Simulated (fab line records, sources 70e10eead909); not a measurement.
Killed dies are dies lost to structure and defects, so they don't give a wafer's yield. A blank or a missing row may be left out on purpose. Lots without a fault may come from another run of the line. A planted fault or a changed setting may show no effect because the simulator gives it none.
fab line records | flow nand_harc
record lots=6 wafers=18 last_day=32
route steps=1302 shown P_CONTACT@217
lots that met no fault: from a run of the same line without faults
start_h: hours from the record's first day to the start of the lot's first wafer shown | wait_h: hours since the lot's step before | " the same as in the row above | L1.1+2: a row that stands for several wafers | - no value, or no start given | * or withheld: withheld | < > ~ a bound
route shown NAME@n: a module of which the file shows steps, and the number in the route of the first | usual: mean/standard deviation of fault-free wafers | same: alike in all rows | chamber/n: place in a boat | sites: the reading at each site | _std_site: their standard deviation | _edge_site: outer sites' mean less inner sites' | radius_mm: how far each site lies from the wafer's centre | mask NAME#n: copy n | behind: the tool/chamber that last shaped the wafer | hold: why the lot was held/for how many hours/how that ended | device: the transistor (n, p or np) that didn't switch | end of line: the same wafers' tests at the end of the route | a step without rows: its recipe alone | killed: dies lost to structure and defects at the first sort, not the wafer's yield | map: a wafer's dies, x killed, . not, _ none there
set.NAME: the setting as run; set.NAME@STEP: as run at that earlier step | model.NAME: the simulator's own value behind a step, which no gauge read
lots at some steps of the route; a table a step, a row a wafer
services: from which hour (start_h, from the record's first day; less than 0 if before it) a tool's chamber was out of use, for how many hours, and why
## steps
# step NHARC_P_CONTACT_DEP_30
# recipe target_thk_a=300 temp_c=400 target_thk_nm=30 flow_sccm=200 rf_w=450 material=SiNx
# usual heater_power_w=735/53
# columns lot.wafer tool chamber start_h wait_h heater_power_w
L563.1 pecvd-02 1 149.63 0.1 724
L563.2 " 0 " " 782
L563.6 " 1 " " 739
L568.1 pecvd-01 0 168.54 0.1 729
L568.6 " 0 " " 739
L568.5 " 1 " " 636
L571.2 pecvd-02 1 199.36 0.1 756
L571.5 " 0 " " 753
L571.4 " 1 " " 748
L581.3 pecvd-02 0 307.25 0.1 733
L581.1 " 1 " " 719
L581.6 " 2 " " 796
L582.3 pecvd-01 1 312.53 0.3 737
L582.5 " 2 " " 659
L582.6 " 1 " " 709
L583.6 pecvd-03 0 319.24 0.2 761
L583.4 " 1 " " 735
L583.5 " 2 " " 777
# step NHARC_P_CONTACT_DEP_00
# recipe target_thk_a=5000 temp_c=400 pressure_torr=6.5 rf_w=900 teos_flow_sccm=161.4 flow_sccm=2650 target_thk_nm=500 gas=O2 material=SiO2
# step NHARC_P_CONTACT_CMP_01
# recipe target_thk_nm=200 material=SiO2
# usual motor_current_A=11.7/1.3 slurry_filter_dp_kPa=13.50/0.15
# columns lot.wafer tool chamber start_h wait_h motor_current_A slurry_filter_dp_kPa
L563.2 cmp-02 1 150.39 - 9.8 13.78
L563.1 " 2 " " 11.7 13.45
L563.6 " 0 " " 12.7 13.37
L568.1 cmp-02 2 169.33 - 11.2 13.70
L568.6 " 3 " " 11.3 13.39
L568.5 " 0 " " 12.4 13.23
L571.2 cmp-01 3 200.09 - 14.2 13.71
L571.4 " 0 " " 11.6 13.41
L571.5 " 2 " " 10.8 13.63
L581.1 cmp-04 1 307.95 - 12.2 13.47
L581.3 " 3 " " 14.2 13.29
L581.6 " 1 " " 12.1 13.48
L582.3 cmp-04 2 313.36 0.4 10.1 13.38
L582.5 " 0 " " 12.2 13.34
L582.6 " 1 " " 12.0 13.18
L583.4 cmp-04 3 319.91 - 14.1 13.66
L583.5 " 0 " " 11.6 13.65
L583.6 " 1 " " 12.4 13.55
# step NHARC_P_CONTACT_SRD_03
# step NHARC_P_CONTACT_DEHYDRATE_04
# recipe temp_c=150 time_s=120
# step NHARC_P_CONTACT_HMDS_05
# recipe time_s=30
# step NHARC_P_CONTACT_COAT_33
# recipe temp_c=260 time_s=75
# step NHARC_P_CONTACT_COAT_34
# recipe temp_c=225 time_s=65
# step NHARC_P_CONTACT_COAT_06
# recipe spin_rpm=1500 resist_thk_nm=90
# step NHARC_P_CONTACT_SOFTBAKE_07
# recipe temp_c=105 time_s=55
# step NHARC_P_CONTACT_EBR_08
# step NHARC_P_CONTACT_EXPOSE_09
# recipe na=1.35 target_cd_nm=90 dose_mj=81.26 mask_id=P_CA
# usual exposure_dose_mJ_cm2=81.25/0.076 reticle_temp_C=22.99/0.11
# columns lot.wafer tool chamber start_h wait_h mask exposure_dose_mJ_cm2 reticle_temp_C
L563.1 arfi_scanner-03 0 151.02 - P_CA#0 81.28 23.11
L563.2 " 0 " " P_CA#0 81.23 23.05
L563.6 " 0 " " P_CA#0 81.33 23.12
L568.1 arfi_scanner-02 0 169.94 - P_CA#0 81.12 22.99
L568.5 " 0 " " P_CA#0 81.07 22.90
L568.6 " 0 " " P_CA#0 81.13 22.87
L571.2 arfi_scanner-01 0 200.74 - P_CA#0 81.26 23.12
L571.4 " 0 " " P_CA#0 81.26 23.15
L571.5 " 0 " " P_CA#0 81.28 22.99
L581.1 arfi_scanner-03 0 308.61 - P_CA#0 128.53 23.20
L581.3 " 0 " " P_CA#0 128.70 22.98
L581.6 " 0 " " P_CA#0 128.68 23.02
L582.3 arfi_scanner-03 0 313.88 - P_CA#0 120.54 23.11
L582.5 " 0 " " P_CA#0 120.52 23.10
L582.6 " 0 " " P_CA#0 120.57 22.98
L583.4 arfi_scanner-01 0 320.54 - P_CA#0 81.28 23.12
L583.5 " 0 " " P_CA#0 81.27 23.02
L583.6 " 0 " " P_CA#0 81.28 23.20
# step NHARC_P_CONTACT_PEB_10
# recipe peb_temp_c=100 peb_time_s=65
# step NHARC_P_CONTACT_DEVELOP_11
# recipe develop_time_s=35 dev_temp_c=23
# step NHARC_P_CONTACT_CD_MEAS_12
# recipe target_cd_nm=90 landing_energy_ev=500
# usual cd_nm=90.1/0.62
# columns lot.wafer tool chamber start_h wait_h cd_nm
L563.1 cd_sem-02 0 151.16 - 91.0
L563.2 " 0 " " 90.6
L563.6 " 0 " " 90.9
L568.1 cd_sem-02 0 170.08 - 89.4
L568.5 " 0 " " 89.7
L568.6 " 0 " " 90.0
L571.2 cd_sem-02 0 200.88 - 90.2
L571.4 " 0 " " 90.6
L571.5 " 0 " " 90.2
L581.1 cd_sem-01 0 308.75 - 117.9
L581.3 " 0 " " 117.9
L581.6 " 0 " " 117.9
L582.3 cd_sem-03 0 314.02 - 113.9
L582.5 " 0 " " 113.7
L582.6 " 0 " " 113.5
L583.4 cd_sem-03 0 320.67 - 90.0
L583.5 " 0 " " 89.0
L583.6 " 0 " " 88.8
# step NHARC_P_CONTACT_OVL_MEAS_13
# usual overlay_x_nm=0.4/0.68 overlay_y_nm=-0.1/0.85
# columns lot.wafer tool chamber start_h wait_h overlay_x_nm overlay_y_nm
L563.1 overlay-02 - 151.25 - 0.0 1.5
L563.2 " - " " -0.4 1.2
L563.6 " - " " -0.3 0.4
L568.1 overlay-01 - 170.17 - 0.4 2.0
L568.5 " - " " 0.3 1.5
L568.6 " - " " -0.1 1.4
L571.2 overlay-01 - 200.96 - 0.1 0.4
L571.4 " - " " 0.6 0.5
L571.5 " - " " 0.4 0.7
L581.1 overlay-01 - 308.84 - 0.7 -0.7
L581.3 " - " " 0.3 -1.0
L581.6 " - " " 1.0 -0.4
L582.3 overlay-02 - 314.10 - 0.4 -1.0
L582.5 " - " " 0.5 -0.6
L582.6 " - " " 0.4 -1.2
L583.4 overlay-02 - 320.76 - 0.2 0.6
L583.5 " - " " -0.4 0.3
L583.6 " - " " 0.3 0.6
# step NHARC_P_CONTACT_INSPECT_14
# usual raw_defect_count=4.0/2.3
# columns lot.wafer tool chamber start_h wait_h raw_defect_count
L563.1 defect_inspect-02 - 151.29 0.0 3
L563.2 " - " " 2
L563.6 " - " " 6
L568.1 defect_inspect-02 - 170.21 0.0 3
L568.5 " - " " 3
L568.6 " - " " 2
L571.2 defect_inspect-01 - 201.00 0.0 3
L571.4 " - " " 6
L571.5 " - " " 1
L581.1 defect_inspect-01 - 308.87 0.0 2
L581.3 " - " " 4
L581.6 " - " " 2
L582.3 defect_inspect-01 - 314.14 0.0 4
L582.5 " - " " 6
L582.6 " - " " 1
L583.4 defect_inspect-01 - 320.79 0.0 4
L583.5 " - " " 2
L583.6 " - " " 4
# step NHARC_P_CONTACT_DESCUM_17
# recipe time_s=3 o2_flow_sccm=200 ar_flow_sccm=0 bias_power_w=0 chemistry=O2
# usual drypump_motor_current_A=5.5/0.49 o2_flow_sccm=199.9/0.65 oes_product_au=0.997/0.011 rf_vpp_V=57.6/0.94 showerhead_plenum_p_Torr=1.88/0.089 throttle_valve_pct=11.311/0.0089
# same bias_power_w=0 time_s=3
# columns lot.wafer tool chamber start_h wait_h drypump_motor_current_A o2_flow_sccm oes_product_au rf_hours_counter_h rf_vpp_V showerhead_plenum_p_Torr throttle_valve_pct model.P_CONTACT.cd_nm
L563.2 rie_diel-13 1 151.36 0.1 6.3 199.3 1.004 0 57.9 1.81 11.311 90.48
L563.1 " 2 " " 6.2 199.4 1.005 0 58.1 1.98 11.297 91.13
L563.6 " 0 " " 5.9 199.0 1.006 - 58.3 1.83 11.303 90.15
L568.1 rie_diel-06 3 170.29 0.1 5.2 199.9 1.018 1.9 57.1 1.81 11.318 89.13
L568.6 " 1 " " 5.8 199.4 0.985 - 57.9 1.92 11.317 89.2
L568.5 " 2 " " 5.9 199.7 0.995 - 59.3 2.02 11.318 89.52
L571.2 rie_diel-13 3 201.06 0.1 5.2 199.8 0.989 1.6 57.3 1.82 11.323 90.29
L571.4 " 0 " " 5.8 200.1 1.000 2.0 56.5 1.83 11.317 90.45
L571.5 " 3 " " 5.2 200.2 0.981 - 57.2 1.82 11.301 89.92
L581.1 rie_diel-13 1 308.94 0.1 6.3 199.5 0.990 4.8 57.7 1.81 11.305 117.8
L581.3 " 2 " " 6.2 200.6 1.006 5.3 57.4 1.98 11.322 117.9
L581.6 " 2 " " 6.1 200.3 0.999 - 55.8 1.98 11.320 118.2
L582.3 rie_diel-11 2 314.21 0.1 4.7 200.1 0.995 1.4 57.7 1.79 11.295 113.6
L582.5 " 1 " " 5.8 201.0 1.000 - 59.8 1.97 11.314 114
L582.6 " 2 " " 4.7 199.7 0.996 - 56.3 1.79 11.309 113.2
L583.4 rie_diel-06 0 320.88 0.1 5.5 200.9 1.001 0.8 59.0 1.86 11.312 89.28
L583.6 " 1 " " 5.8 199.1 0.999 - 57.7 1.92 11.307 89.32
L583.5 " 2 " " 5.9 200.0 1.010 - 59.0 2.01 11.303 89.38
# step NHARC_P_CONTACT_ETCH_35
# recipe target_depth_a=390 over_etch_frac=0.3 time_s=65 ion_energy_ev=80 cf4_flow_sccm=150 ar_flow_sccm=0 rf_w=300 bias_w=100 chemistry=CF4
# usual drypump_motor_current_A=5.5/0.49 oes_product_au=0.999/0.011 rf_vpp_V=151.0/1.2 showerhead_plenum_p_Torr=1.74/0.078 throttle_valve_pct=13.284/0.0087
# same time_s=65
# columns lot.wafer tool chamber start_h wait_h drypump_motor_current_A oes_product_au rf_hours_counter_h rf_vpp_V showerhead_plenum_p_Torr throttle_valve_pct
L563.1 rie_diel-13 1 151.44 0.1 6.3 1.002 0.0 149.1 1.68 13.271
L563.2 " 2 " " 6.2 0.996 0.0 153.1 1.82 13.296
L563.6 " 0 " " 5.8 1.007 - 151.5 1.70 13.288
L568.1 rie_diel-06 2 170.36 0.1 5.9 0.989 1.8 152.6 1.86 13.281
L568.6 " 2 " " 5.9 0.991 - 151.6 1.86 13.295
L568.5 " 3 " " 5.2 1.016 - 150.3 1.68 13.273
L571.4 rie_diel-13 3 201.15 0.1 5.2 0.989 1.6 150.4 1.69 13.296
L571.2 " 0 " " 5.8 1.015 2.0 149.7 1.70 13.283
L571.5 " 3 " " 5.2 0.973 - 149.7 1.69 13.281
L581.1 rie_diel-13 0 309.03 0.1 5.8 1.005 4.9 151.0 1.70 13.281
L581.3 " 2 " " 6.1 1.010 5.3 151.5 1.82 13.283
L581.6 " 3 " " 5.2 0.989 - 151.1 1.69 13.301
L582.3 rie_diel-11 0 314.29 0.1 5.4 0.984 1.6 151.8 1.87 13.290
L582.5 " 3 " " 4.7 0.991 - 150.1 1.66 13.280
L582.6 " 0 " " 5.4 0.992 - 152.8 1.87 13.281
L583.4 rie_diel-06 1 320.95 0.1 5.8 1.010 1.1 151.3 1.77 13.286
L583.5 " 2 " " 5.9 1.007 - 153.0 1.86 13.288
L583.6 " 3 " " 5.2 0.997 - 150.1 1.68 13.288
# step NHARC_P_CONTACT_ETCH_36
# recipe target_depth_a=2600 over_etch_frac=0.25 time_s=406.25 ion_energy_ev=200 n2_flow_sccm=150 h2_flow_sccm=150 ar_flow_sccm=0 rf_w=400 bias_w=150 chemistry=N2/H2
# usual drypump_motor_current_A=5.5/0.48 oes_product_au=0.996/0.011 rf_vpp_V=429.7/2.8 showerhead_plenum_p_Torr=2.01/0.096 throttle_valve_pct=14.171/0.0091
# same time_s=406.25
# columns lot.wafer tool chamber start_h wait_h drypump_motor_current_A oes_product_au rf_hours_counter_h rf_vpp_V showerhead_plenum_p_Torr throttle_valve_pct
L563.1 rie_diel-13 2 - - 6.2 1.010 0.1 433.4 2.11 14.171
L563.2 " 3 " " 5.2 1.006 0.1 426.5 1.94 14.187
L563.6 " 1 " " 6.3 1.019 - 427.4 1.93 14.178
L568.1 rie_diel-06 3 - - 5.3 1.017 1.9 428.6 1.93 14.163
L568.6 " 0 " " 5.5 0.996 - 429.7 1.98 14.160
L568.5 " 1 " " 5.8 0.983 - 429.5 2.05 14.157
L571.4 rie_diel-13 2 - - 6.2 0.993 1.9 434.0 2.11 14.185
L571.2 " 1 " " 6.3 0.993 2.2 425.7 1.93 14.161
L571.5 " 2 " " 6.1 0.999 - 432.4 2.11 14.166
L581.3 rie_diel-13 3 - - 5.2 0.981 5.2 428.7 1.94 14.184
L581.1 " 0 " " 5.8 0.992 4.9 427.7 1.95 14.164
L581.6 " 0 " " 5.8 1.005 - 428.4 1.95 14.156
L582.3 rie_diel-11 0 - - 5.4 0.979 1.7 433.2 2.17 14.174
L582.6 " 1 " " 5.8 0.991 - 433.0 2.10 14.177
L582.5 " 2 " " 4.7 0.987 - 428.0 1.90 14.168
L583.4 rie_diel-06 2 - - 5.9 0.998 1.1 434.3 2.15 14.184
L583.6 " 0 " " 5.5 1.004 - 429.2 1.98 14.168
L583.5 " 1 " " 5.8 1.014 - 431.1 2.04 14.174
# step NHARC_P_CONTACT_ETCH_18
# recipe target_depth_a=4810 time_s=240.5 c4f8_flow_sccm=20 o2_flow_sccm=10 ar_flow_sccm=withheld rf_w=600 bias_w=1500 chemistry=C4F8/O2/Ar
# usual oes_product_au=0.952/0.023 rf_vpp_V=976/6.2
# same time_s=240.5
# columns lot.wafer tool chamber start_h wait_h oes_product_au rf_hours_counter_h rf_vpp_V
L563.1 rie_diel-13 2 - - 0.992 0.3 982
L563.2 " 3 " " 0.970 0.2 971
L563.6 " 1 " " 0.965 - 971
L568.1 rie_diel-06 0 - - 0.953 2.6 974
L568.5 " 2 " " 0.942 - 986
L568.6 " 3 " " 0.962 - 969
L571.2 rie_diel-13 2 - - 0.919 2.1 983
L571.4 " 0 " " 0.927 2.2 973
L571.5 " 2 " " 0.925 - 983
L581.3 rie_diel-13 3 - - 0.954 5.5 972
L581.1 " 2 " " 0.958 5.4 981
L581.6 " 3 " " 0.941 - 972
L582.3 rie_diel-11 3 - - 0.912 1.5 970
L582.6 " 2 " " 0.914 - 972
L582.5 " 3 " " 0.914 - 970
L583.4 rie_diel-06 2 - - 0.928 1.2 987
L583.6 " 1 " " 0.936 - 978
L583.5 " 2 " " 0.929 - 983
# step NHARC_P_CONTACT_STRIP_37
# recipe c4f8_flow_sccm=withheld o2_flow_sccm=8 ar_flow_sccm=withheld bias_w=0 chemistry=C4F8/O2/Ar
# step NHARC_P_CONTACT_ETCH_31
# recipe target_depth_a=300 time_s=85.7 ion_energy_ev=120 over_etch_frac=1 ch3f_flow_sccm=50 o2_flow_sccm=30 ar_flow_sccm=200 rf_w=500 bias_w=100 chemistry=CH3F/O2
# usual drypump_motor_current_A=5.5/0.48 o2_flow_sccm=30.01/0.082 oes_product_au=0.975/0.016 rf_vpp_V=243.6/1.8 showerhead_plenum_p_Torr=2.42/0.11 throttle_valve_pct=20.664/0.0097
# same time_s=85.7
# columns lot.wafer tool chamber start_h wait_h drypump_motor_current_A o2_flow_sccm oes_product_au rf_hours_counter_h rf_vpp_V showerhead_plenum_p_Torr throttle_valve_pct model.P_CONTACT.cd_nm
L563.1 rie_diel-13 3 - - 5.2 29.88 0.965 0.2 242.7 2.35 20.657 92.37
L563.2 " 1 " " 6.3 30.14 0.985 0.4 242.1 2.33 20.659 91.42
L563.6 " 2 " " 6.1 30.02 1.003 - 247.6 2.54 20.663 90.52
L568.1 rie_diel-06 1 - - 5.7 29.94 0.958 2.4 243.9 2.47 20.666 87.92
L568.6 " 3 " " 5.2 30.07 0.999 - 240.7 2.33 20.661 88.24
L568.5 " 0 " " 5.5 29.95 0.978 - 242.5 2.39 20.665 89.27
L571.2 rie_diel-13 0 - - 5.8 29.93 0.965 2.2 242.2 2.36 20.651 89.96
L571.4 " 1 " " 6.3 30.07 0.963 2.3 243.7 2.33 20.679 91.11
L571.5 " 3 " " 5.2 30.03 0.945 - 243.3 2.35 20.660 90.52
L581.3 rie_diel-13 2 - - 6.1 30.02 0.973 5.5 245.0 2.54 20.667 118.7
L581.1 " 3 " " 5.2 30.04 0.959 5.6 242.1 2.35 20.673 118.6
L581.6 " 2 " " 6.2 29.98 0.967 - 245.6 2.54 20.657 117.7
L582.3 rie_diel-11 0 - - 5.4 29.92 0.957 1.8 246.0 2.61 20.680 112.3
L582.5 " 0 " " 5.4 29.95 0.949 - 246.7 2.61 20.655 109.9
L582.6 " 1 " " 5.8 29.99 0.958 - 243.7 2.53 20.658 111.9
L583.4 rie_diel-06 3 - - 5.3 30.01 0.952 1.0 242.0 2.33 20.664 89.77
L583.6 " 0 " " 5.5 29.93 0.951 - 243.6 2.39 20.663 88.99
L583.5 " 1 " " 5.8 29.95 0.971 - 244.7 2.46 20.672 90.79
# step NHARC_P_CONTACT_CD_MEAS_19
# usual cd_nm=89.7/1.6
# columns lot.wafer tool chamber start_h wait_h cd_nm
L563.1 cd_sem-02 - 152.22 - 92.3
L563.2 " - " " 91.4
L563.6 " - " " 90.4
L568.1 cd_sem-01 - 171.14 - 88.0
L568.5 " - " " 89.5
L568.6 " - " " 88.1
L571.2 cd_sem-03 - 201.93 - 90.0
L571.4 " - " " 91.4
L571.5 " - " " 90.5
L581.1 cd_sem-02 - 309.81 - 118.4
L581.3 " - " " 118.4
L581.6 " - " " 117.8
L582.3 cd_sem-03 - 315.08 - 112.1
L582.5 " - " " 110.3
L582.6 " - " " 111.6
L583.4 cd_sem-01 - 321.73 - 89.8
L583.5 " - " " 90.6
L583.6 " - " " 89.3
# step NHARC_P_CONTACT_STRIP_28
# recipe o2_flow_sccm=500 ar_flow_sccm=0 bias_w=0 chemistry=O2
## services
# columns tool chamber start_h hours kind
rie_diel-13 1 134.60 12.6 repair
rie_diel-13 0 135.15 6.4 repair
arfi_scanner-03 - 136.49 0.2 repair
rie_diel-13 - 141.24 9.0 pm
rie_diel-06 3 145.58 8.7 repair
pecvd-02 0 165.12 6.7 repair
arfi_scanner-03 - 172.00 4.0 pm
rie_diel-06 2 184.35 9.2 repair
rie_diel-13 3 184.41 8.0 repair
cmp-04 - 186.39 4.0 pm
pecvd-02 - 191.87 0.7 repair
pecvd-02 - 203.37 13.0 pm
rie_diel-13 3 223.34 2.5 repair
rie_diel-11 - 231.50 9.0 pm
cmp-04 - 242.27 0.7 repair
rie_diel-11 2 256.34 10.3 repair
cmp-04 - 270.93 1.7 repair
rie_diel-06 - 283.21 9.0 pm
cmp-04 - 283.70 1.0 repair
cmp-04 - 284.75 4.0 pm
rie_diel-11 - 296.29 0.6 repair
arfi_scanner-03 - 298.22 1.9 repair
rie_diel-13 - 318.24 9.0 pm
cmp-04 - 320.26 0.9 repair
## key
first_sign step=NHARC_P_CONTACT_EXPOSE_09 reading=exposure_dose_mJ_cm2 direction=up sigmas=99+ usual=81.25 struck=124.59
effect step=NHARC_P_CONTACT_CD_MEAS_12 reading=cd_nm direction=up sigmas=42 usual=90.1 struck=115.8 through=control_loop
effect step=NHARC_P_CONTACT_CD_MEAS_19 reading=cd_nm direction=up sigmas=16 usual=89.7 struck=114.8 through=control_loop
model_effect step=NHARC_P_CONTACT_DESCUM_17 value=P_CONTACT.cd_nm without=89.38 struck=115.8
model_effect step=NHARC_P_CONTACT_ETCH_31 value=P_CONTACT.cd_nm without=88.44 struck=114.9
met_at NHARC_P_CONTACT_EXPOSE_09
struck_wafers L581.1,L581.3,L581.6,L582.3,L582.5,L582.6
later_rows_left_out L581.1,L581.3,L581.6,L582.3,L582.5,L582.6
sort_left_out L581.1,L581.3,L581.6,L582.3,L582.5,L582.6
tester_left_out L581,L582
loop_trim step=NHARC_P_CONTACT_EXPOSE_09 setting=dose lots=L582
onset_between 151.02 308.61
fault kind=process_parameter_drift tool=arfi_scanner-03 chamber=- onset_h=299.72 steps=NHARC_P_CONTACT_EXPOSE_09 channel=dose_mj offset=47.428 shape=step acts_in=these_recipes_only stated=81.26
# tester_left_out: of these lots the tester's yield and bins aren't shown, on N5 and GAA mostly nor the transistor test; their killed dies are dies lost to structure and defects alone, not to doping, threshold or leakage, so they don't give the yield
# sort_left_out: the simulated sort isn't trusted on such a fault, so these wafers' sort isn't shown, and their yield isn't known
# later_rows_left_out: the simulator's readings of these wafers behind a module that went badly wrong aren't trusted and aren't shown, but for the sort
# loop_trim: a control loop set the setting to another value than it would have without faults
